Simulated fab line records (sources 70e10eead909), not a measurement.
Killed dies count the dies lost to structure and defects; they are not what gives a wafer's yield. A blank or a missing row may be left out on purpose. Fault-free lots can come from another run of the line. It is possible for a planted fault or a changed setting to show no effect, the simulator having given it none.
The tool behind it: which one? || flow nand-harc || 6 lots, 18 wafers sampled, at 5 steps of a route of 1159

## WHAT THE GAUGES SHOWED, per wafer
NHARC_END_SORT_01.
{"lot": "L377", "measured": "day 21 06:26", "on": "prober-01", "killed-at-array": 41}
{"lot": "L380", "measured": "day 21 23:25", "on": "prober-02", "killed-at-array": "7 12 17"}

## EACH LOT AND THE TOOL THAT RAN IT (in order: tool; ch and the chambers of the sampled wafers; start)
{"lot": "L377", "NHARC_A_WL_FILL_RTA_01": "rtp-anneal-02 ch 0, day 14 22:22", "NHARC_A_WL_FILL_STRIP_29": "rie-diel-10 ch 0,2, day 15 12:26", "NHARC_A_WL_FILL_CVD_23": "lpcvd-poly-04 ch 0, day 16 21:11", "NHARC_A_WL_FILL_CMP_12": "cmp-02 ch 0,2,3, day 17 05:39"}
{"lot": "L380", "NHARC_A_WL_FILL_RTA_01": "rtp-anneal-01 ch 0, day 16 12:26", "NHARC_A_WL_FILL_STRIP_29": "rie-diel-10 ch 0,2,3, day 17 04:02", "NHARC_A_WL_FILL_CVD_23": "lpcvd-poly-01 ch 0, day 18 12:53", "NHARC_A_WL_FILL_CMP_12": "cmp-02 ch 0,2,3, day 18 21:20"}
{"lot": "L390", "NHARC_A_WL_FILL_RTA_01": "rtp-anneal-02 ch 0, day 18 13:26", "NHARC_A_WL_FILL_STRIP_29": "rie-diel-13 ch 0,3, day 19 03:43", "NHARC_A_WL_FILL_CVD_23": "lpcvd-poly-01 ch 0, day 19 06:37", "NHARC_A_WL_FILL_CMP_12": "cmp-01 ch 1,2, day 19 16:14"}
{"lot": "L395", "NHARC_A_WL_FILL_RTA_01": "rtp-anneal-01 ch 0, day 19 06:07", "NHARC_A_WL_FILL_STRIP_29": "rie-diel-10 ch 0,2, day 19 20:35", "NHARC_A_WL_FILL_CVD_23": "lpcvd-poly-01 ch 0, day 19 23:26", "NHARC_A_WL_FILL_CMP_12": "cmp-03 ch 2,3, day 20 11:55"}
{"lot": "L394", "NHARC_A_WL_FILL_RTA_01": "rtp-anneal-02 ch 0, day 20 00:33", "NHARC_A_WL_FILL_STRIP_29": "rie-diel-13 ch 0,2,3, day 20 15:38", "NHARC_A_WL_FILL_CVD_23": "lpcvd-poly-02 ch 0, day 20 18:01", "NHARC_A_WL_FILL_CMP_12": "cmp-02 ch 0,2, day 21 11:18"}
{"lot": "L397", "NHARC_A_WL_FILL_RTA_01": "rtp-anneal-01 ch 0, day 20 00:45", "NHARC_A_WL_FILL_STRIP_29": "rie-diel-13 ch 0,1,3, day 20 18:32", "NHARC_A_WL_FILL_CVD_23": "lpcvd-poly-02 ch 0, day 20 21:06", "NHARC_A_WL_FILL_CMP_12": "cmp-02 ch 0,2,3, day 21 14:15"}
- NHARC_A_WL_FILL_RTA_01: time 5 s.
- NHARC_A_WL_FILL_STRIP_29: strips in O2, time 20 s.
- NHARC_A_WL_FILL_CVD_23: deposits poly-Si, target thk 40 nm, time 800 s.
- NHARC_A_WL_FILL_CMP_12: polishes, t overpolish 30 s, target thk 75 nm.

## THE ANSWER, worked out from the rows above alone
Rule: the lots themselves supply what counts as usual. Put in order of their means at a reading, lots are off if they are a third of the lots or fewer, leave a main group of 4 or more, and stand apart from it by a gap of 3 or more times the standard deviation of the main group's means; of several such gaps the widest counts. If all means in a main group match to the digits the tables above print for the reading, that group is not used. Also off: a lot with no number at a reading for which 4 or more lots have one. Where the step has rows for the other lots, those lots are counted as sound.
None of the lots is off at any reading shown; this tells nothing.

## WHAT HAD BEEN PUT IN BY THE SIMULATOR
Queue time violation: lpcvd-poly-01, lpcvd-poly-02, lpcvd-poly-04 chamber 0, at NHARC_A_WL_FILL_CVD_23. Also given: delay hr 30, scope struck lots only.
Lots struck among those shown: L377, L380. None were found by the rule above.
